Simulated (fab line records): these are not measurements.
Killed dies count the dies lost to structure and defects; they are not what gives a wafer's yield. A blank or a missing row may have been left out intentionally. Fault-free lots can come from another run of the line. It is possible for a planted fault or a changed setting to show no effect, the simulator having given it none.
A struck lot beside a sound one | flow n5Finfet | 18 steps out of a route of 1938
Sound: the wafers L469.2, L469.5, L469.6. Struck: wafers L470.1, L470.3, L470.5. The cause is given at the end.
At each step with rows: each side's tool, then ch and its chambers, then its first start. Under that, the readings that differ: sound wafers | struck wafers | difference of the means | sigmas: that difference in standard deviations of wafers without a fault.
alike: readings whose means differ by less than 2 such deviations, and words and numbers that are the same on both sides. not compared: withheld readings, readings that some wafer has no value for, bounds like >300 that may hide the same value, and numbers for which the record gives no deviation and whose values overlap.
Wherever a step has rows on one side only, a row that says differs or no value, or a row with sigmas, the two part there. Numbers that have no deviation but don't overlap get no sigmas and don't part them. Lack of a reading on every wafer of one side parts them only where that side has two or more wafers.

first, 2 steps without rows for these wafers: N5_BEOL_M3_STRIP_65 (strips in N2/H2); N5_BEOL_M3_STRIP_75 (strips in N2/H2).
N5_BEOL_M3_STRIP_66: strips in CF4.
  sound on rieDiel-03 ch 0,3, day 8 17:51; struck on rieDiel-05 ch 2,3, day 9 02:19
  alike: drypumpMotorCurrentA, oesProductAu, rfVppV, showerheadPlenumPTorr, throttleValvePct
  not compared: rfHoursCounterH
N5_BEOL_M3_HM_OPEN_17: chemistry Cl2/BCl3, target TiN, target depth 20 nm, overetch 6 nm.
  sound on rieMetal-02 ch 0,1, day 8 17:53; struck on rieMetal-02 ch 0,1, day 9 02:22
  alike: drypumpMotorCurrentA, oesProductAu, throttleValvePct
  not compared: rfHoursCounterH
N5_BEOL_M3_STRIP_19: strips in O2.
  sound on rieDiel-05 ch 0,1,2, day 8 18:01; struck on rieDiel-03 ch 1,2, day 9 02:28
  alike: drypumpMotorCurrentA, oesProductAu, rfVppV, showerheadPlenumPTorr, throttleValvePct
  not compared: rfHoursCounterH
N5_BEOL_M3_CD_MEAS_18: pitch 36 nm, target cd 18 nm.
  sound on cdSem-03 at day 8 18:05; struck on cdSem-02 at day 9 02:32
  alike: cdNm
then, 6 steps without rows for these wafers: N5_BEOL_M3_COAT_67 (time 60 s, resist thk 60 nm); N5_BEOL_M3_COAT_68 (time 60 s, resist thk 12 nm); N5_BEOL_M3_COAT_76 (time 60 s, resist thk 5 nm); N5_BEOL_M3_COAT_22 (resist thk 30 nm); N5_BEOL_M3_EBR_24; N5_BEOL_M3_SOFTBAKE_23 (time 60 s).
N5_BEOL_M3_EXPOSE_25: exposes mask V2, defocus 5 nm.
  sound on euvScanner-02 ch 0, day 8 18:16; struck on euvScanner-02 ch 0, day 9 02:43
reading                       | sound          | struck | difference | sigmas
model.BEOL_M3.overlayXNm (nm) | -0.4 -0.4 -0.4 | 5 5 5  | +5         | 
  alike: mask
then, 2 steps without rows for these wafers: N5_BEOL_M3_PEB_26 (peb time 60 s); N5_BEOL_M3_DEVELOP_27 (develop time 30 s).
N5_BEOL_M3_CD_MEAS_28: target cd 25.7 nm, target cd y 23.3 nm.
  sound on cdSem-02 ch 0, day 8 18:24; struck on cdSem-01 ch 0, day 9 02:52
  alike: cdNm
N5_BEOL_M3_OVL_MEAS_29:
  sound on overlay-02 ch 0, day 8 18:26; struck on overlay-02 ch 0, day 9 02:53
reading     | sound          | struck      | difference | sigmas
V2_OVL (nm) | -1.3 -0.3 -0.6 | 4.9 5.4 6.3 | +6.3       | +8
N5_BEOL_M3_INSPECT_30: inspects for defects (brightfield).
  sound on defectInspect-01 at day 8 18:29; struck on defectInspect-01 at day 9 02:57
  alike: rawDefectCount

== WHERE THEY PART ==
N5_BEOL_M3_OVL_MEAS_29 only, going by this record. Later steps at which nothing parts them and some readings are alike: N5_BEOL_M3_INSPECT_30.

WHY: whatever the simulator had introduced
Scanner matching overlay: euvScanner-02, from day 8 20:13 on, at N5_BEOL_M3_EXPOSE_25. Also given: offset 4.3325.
